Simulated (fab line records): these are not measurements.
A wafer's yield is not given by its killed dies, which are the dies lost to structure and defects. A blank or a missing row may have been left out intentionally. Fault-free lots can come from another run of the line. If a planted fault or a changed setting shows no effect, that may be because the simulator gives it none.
Which tool did it? -- flow nand-harc -- at 1 step of a route of 1159, 24 lots with 72 wafers sampled

WHAT EACH GAUGE READ, for each wafer
NHARC_A_SGD_CUT_OVL_MEAS_10.
lot,measured,on,overlay-x-nm (nm),overlay-y-nm (nm)
L076,day 14 00:02,overlay-02,0.1 0.0 -0.4,0.8 0.7 0.5
L075,day 14 00:15,overlay-02,0.9 0.6 0.1,1.5 1.3 1.5
L074,day 14 05:46,overlay-02,0.8 0.4 0.7,0.6 -0.1 -0.1
L077,day 14 21:07,overlay-02,-0.9 0.1 -0.9,-0.1 -0.7 -0.2
L080,day 15 00:46,overlay-02,0.5 -0.1 -0.2,-0.6 -1.2 -0.7
L079,day 15 01:32,overlay-02,-0.1 -0.6 0.0,1.4 1.3 1.1
L078,day 15 02:13,overlay-01,0.3 -0.2 0.7,0.1 -0.2 0.0
L081,day 15 13:44,overlay-02,1.6 1.6 1.6,-1.4 -1.0 -1.1
L083,day 16 02:52,overlay-01,-0.6 -1.0 -1.0,0.9 1.2 0.8
L082,day 16 03:17,overlay-02,1.0 0.9 0.9,0.2 0.5 0.5
L084,day 16 03:37,overlay-01,0.7 1.0 0.6,0.2 -0.2 -0.3
L088,day 16 23:31,overlay-02,1.8 2.6 1.9,0.7 0.4 0.0
L085,day 16 23:48,overlay-01,-0.4 -0.4 0.1,-0.2 0.0 -0.2
L086,day 17 10:14,overlay-01,0.8 0.6 0.5,-0.4 0.8 0.0
L087,day 17 20:35,overlay-02,0.0 -0.5 -0.4,1.5 0.8 1.1
L090,day 17 20:51,overlay-01,-0.6 -0.6 -0.1,0.5 0.4 0.9
L089,day 17 22:02,overlay-02,-1.1 -0.9 -1.1,0.1 0.3 -0.4
L091,day 17 22:29,overlay-02,-0.6 -1.1 -1.3,-1.0 -1.1 -1.0
L092,day 18 13:27,overlay-02,-0.3 0.0 -0.2,-0.4 -0.2 -0.3
L094,day 18 13:37,overlay-01,-0.2 0.1 0.2,0.8 1.0 1.4
L095,day 18 13:53,overlay-02,-1.4 -1.0 -1.1,-0.2 -0.3 -0.3
L093,day 18 15:02,overlay-01,-0.4 -0.6 -0.1,-0.1 -0.1 -0.4
L096,day 19 11:41,overlay-02,0.0 0.1 -0.1,0.8 0.6 0.0
L097,day 19 22:37,overlay-02,1.5 1.0 1.1,0.5 0.0 0.5

WHICH TOOL RAN EACH LOT (tool, then ch and the chambers of the sampled wafers, then the start)
The record shows no process step preceding these readings.

AS READ BY THE TOOLS THEMSELVES (means over the sampled wafers that have a number; for cases with no such wafer, the mark the record gives instead)
The record holds no such reading with a usual standard deviation.

THE ANSWER, worked out from the rows above alone
Rule: usual is defined by the lots themselves. Put in order of their means at a reading, lots are off if they are a third of the lots or fewer, leave a main group of 4 or more, and stand apart from it by a gap of 3 or more times the standard deviation of the main group's means; of several such gaps the widest counts. If all means in a main group match to the digits the tables above print for the reading, that group is not used. Also off: a lot with no number at a reading for which 4 or more lots have one. Any other lot the step has rows for is counted as sound. Order of review: gauges by route order, followed by the tools' own readings, for which a lot's mean as printed above is used. The first step at which some lot is off is used, and at that step the reading that is off furthest; a lot without a number counts as furthest.
Nothing can be told from this: no lot is off at any reading shown.

WHAT WAS PUT IN BY THE SIMULATOR
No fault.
